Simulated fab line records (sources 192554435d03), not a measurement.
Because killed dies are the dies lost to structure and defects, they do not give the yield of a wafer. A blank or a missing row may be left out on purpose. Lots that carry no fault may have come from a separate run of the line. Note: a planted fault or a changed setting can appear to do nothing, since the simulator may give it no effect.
Matching of chambers | flow n5 finfet | 4 sister chambers for N5_HKMG_FIN_ALD_91 on ald metal-03
The step deposits TiN, target thk 1 nm, pulse time 1 s, purge time 3 s. 16 wafers are shown with their chamber, then 8 later ones without.

## WAFERS PAIRED WITH THEIR CHAMBERS
wafer  | chamber | heater power w (W) | precursor pulse height rel
L079.2 | 2       | 790                | 0.989
L079.5 | 0       | 818                | 0.987
L079.6 | 1       | 990                | 0.980
L080.2 | 0       | 819                | 0.967
L080.3 | 1       | 993                | 1.019
L080.4 | 2       | 798                | 0.993
L081.4 | 1       | 988                | 0.971
L081.5 | 0       | 825                | 0.982
L081.6 | 1       | 997                | 1.022
L085.1 | 3       | 1085               | 1.005
L085.5 | 1       | 1013               | 0.994
L085.6 | 2       | 786                | 1.001
L088.3 | 1       | 1001               | 0.989
L088.5 | 3       | 1079               | 0.996
L088.6 | 0       | 813                | 1.028
L090.1 | 2       | 802                | 0.972

SIGNATURES (means of the wafers above)
reading                    | chamber 0 | chamber 1 | chamber 2 | chamber 3 | scatter within a chamber
heater power w             | 818.75    | 997.00    | 794.00    | 1082.00   | 7.47
precursor pulse height rel | 0.99100   | 0.99583   | 0.98875   | 1.00050   | 0.0197
Rule: distance of a wafer from a chamber = root of the sum over the readings of ((wafer's reading minus chamber's mean) / reading's scatter) squared. The wafer belongs to the nearest chamber; if the next one is less than 2 further off, it can't be placed. The scatter: take each reading less its chamber's mean, square it, sum over the shown wafers, divide by the number of wafers less the number of chambers, and take the root.

## WAFERS WHOSE CHAMBER IS MISSING
wafer  | heater power w (W) | precursor pulse height rel
L090.4 | 986                | 1.025
L090.6 | 821                | 1.005
L093.1 | 817                | 0.993
L093.3 | 973                | 1.021
L093.6 | 1075               | 1.005
L097.1 | 791                | 0.989
L097.3 | 797                | 0.990
L097.4 | 1055               | 1.025

## WHICH CHAMBER EACH ONE RAN IN
wafer  | from the rows above | in truth
L090.4 | 1                   | 1
L090.6 | 0                   | 0
L093.1 | 0                   | 0
L093.3 | 1                   | 1
L093.6 | 3                   | 3
L097.1 | 2                   | 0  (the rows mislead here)
L097.3 | 2                   | 2
L097.4 | 3                   | 3
Correctly placed: 7 of 8. From these rows, 0 cannot be placed. Placed wrongly: 1.
